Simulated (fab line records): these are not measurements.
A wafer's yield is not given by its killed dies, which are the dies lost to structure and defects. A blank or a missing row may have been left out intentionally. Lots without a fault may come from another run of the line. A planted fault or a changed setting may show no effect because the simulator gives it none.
Struck lot and sound lot, side by side || flow nandHarc || 21 out of 1302 route steps
Sound: the wafers L181.2, L181.4, L181.6. Wafers struck: L186.2, L186.3, L186.4. The cause is given at the end.
At each step with rows: each side's tool, then ch and its chambers, then its first start. Under that, the readings that differ: sound wafers || struck wafers || difference of the means || sigmas: that difference in standard deviations of wafers without a fault.
alike: words and numbers the same on both sides, and readings whose means are apart by under 2 such deviations; not compared: readings that were withheld, readings missing a value for some wafer, numbers with overlapping values and no deviation given by the record, and bounds like >300 which may hide the same value.
Wherever a step has rows on one side only, a row that says differs or no value, or a row with sigmas, the two part there. Non-overlapping numbers with no deviation appear without sigmas and do not part them. A reading that every wafer of one side lacks parts them only if that side has two wafers or more.

first, 5 steps without rows for these wafers: NHARC_P_STI_SOFTBAKE_04 (time 70 s); NHARC_P_STI_EBR_05; NHARC_P_STI_EXPOSE_06 (exposes mask P STI, target cd 200 nm); NHARC_P_STI_PEB_07 (peb time 80 s); NHARC_P_STI_DEVELOP_08 (time 50 s).
NHARC_P_STI_CD_MEAS_09: target cd 200 nm.
  sound on cdSem-03 ch 0, day 4 21:46; struck on cdSem-01 ch 0, day 6 23:55
  alike: cdNm
NHARC_P_STI_OVL_MEAS_10:
  sound on overlay-02 at day 4 21:51; struck on overlay-02 at day 7 00:00
  alike: overlayXNm, overlayYNm
NHARC_P_STI_INSPECT_11:
  sound on defectInspect-01 at day 4 21:53; struck on defectInspect-02 at day 7 00:02
{"reading": "rawDefectCount", "sound": "9 3 4", "struck": "9 9 17", "difference": "+6", "sigmas": "+2"}
then, 1 step without rows for these wafers: NHARC_P_STI_HARDBAKE_13 (time 65 s).
NHARC_P_STI_DESCUM_14: chemistry O2, time 3 s.
  sound on rieDiel-02 ch 0,1,3, day 4 22:02; struck on rieDiel-13 ch 0,2,3, day 7 00:10
  alike: drypumpMotorCurrentA, oesProductAu, rfVppV, showerheadPlenumPTorr, throttleValvePct
  not compared: rfHoursCounterH
NHARC_P_STI_ETCH_42: etches the open film in N2/H2, target depth 80 nm, overetch 24 nm, time 61 s.
  sound on rieDiel-02 ch 0,2, day 4 22:07; struck on rieDiel-13 ch 0,2,3, day 7 00:16
  alike: biasW, chamberPressureMTorr, drypumpMotorCurrentA, oesProductAu, rfVppV, showerheadPlenumPTorr, throttleValvePct
  not compared: rfHoursCounterH
NHARC_P_STI_ETCH_31: etches the open film in CF4/CHF3, target depth 108.9 nm, time 54.5 s.
  sound on rieDiel-02 ch 1,2,3; struck on rieDiel-13 ch 0,1,2
{"reading": "oesProductAu (a.u.)", "sound": "0.959 0.960 0.984", "struck": "0.932 0.933 0.919", "difference": -0.040, "sigmas": -3}
  alike: biasW, cf4FlowSccm, drypumpMotorCurrentA, rfVppV, showerheadPlenumPTorr, throttleValvePct
  not compared: rfHoursCounterH
NHARC_P_STI_ETCH_15: etches the open film in HBr/Cl2, target depth 300 nm, time 100.1 s.
  sound on rieSi-02 ch 0,2, day 4 22:19; struck on rieSi-02 ch 0,2,3, day 7 00:28
  no value came back on the struck wafers for any of 5 readings (biasW (W), chamberPressureMTorr (mTorr) and others); on the sound wafers biasW (W) reads 99.7 100.4 99.9
  not compared: rfHoursCounterH
NHARC_P_STI_CD_MEAS_16:
  sound on cdSem-03 at day 4 22:30; struck on cdSem-02 at day 7 00:37
  alike: cdNm
NHARC_P_STI_OCD_MEAS_17:
  sound on ocd-02 at day 4 22:35; struck on ocd-02 at day 7 00:42
{"reading": "trenchDepthNm (nm)", "sound": "298 296 299", "struck": "0 0 0", "difference": -298, "sigmas": -93}
{"reading": "trenchFootCdNm (nm)", "sound": "159.2 157.9 157.9", "struck": "- - -", "difference": "no value on the struck wafers", "sigmas": ""}
then, 3 steps without rows for these wafers: NHARC_P_STI_STRIP_19 (strips in SPM, time 900 s); NHARC_P_STI_PRECLEAN_32 (cleans in SC1); NHARC_P_STI_SRD_23.
NHARC_P_STI_OCD_MEAS_43:
  sound on ocd-01 at day 4 23:05; struck on ocd-01 at day 7 01:12
{"reading": "trenchDepthNm (nm)", "sound": "298 296 299", "struck": "0 0 0", "difference": -298, "sigmas": -93}
{"reading": "trenchFootCdNm (nm)", "sound": "158.7 158.4 157.6", "struck": "- - -", "difference": "no value on the struck wafers", "sigmas": ""}
then, 1 step without rows for these wafers: NHARC_P_STI_OXIDE_33 (material SiO2, target thk 10 nm, ox time 281 s).
-- the record jumps here: 21 days lie between the struck wafers' starts before and after (it left off in module P_STI and takes up again in module END, whose first step shown is number 1302 of the route) --
NHARC_END_SORT_01:
  the record has rows for the struck wafers here (prober-02 ch 0, day 28 01:23) and none for the sound ones

WHERE THEY PART
At NHARC_P_STI_INSPECT_11 first; at NHARC_END_SORT_01 last (within this record only).

WHY: what had been put in by the simulator
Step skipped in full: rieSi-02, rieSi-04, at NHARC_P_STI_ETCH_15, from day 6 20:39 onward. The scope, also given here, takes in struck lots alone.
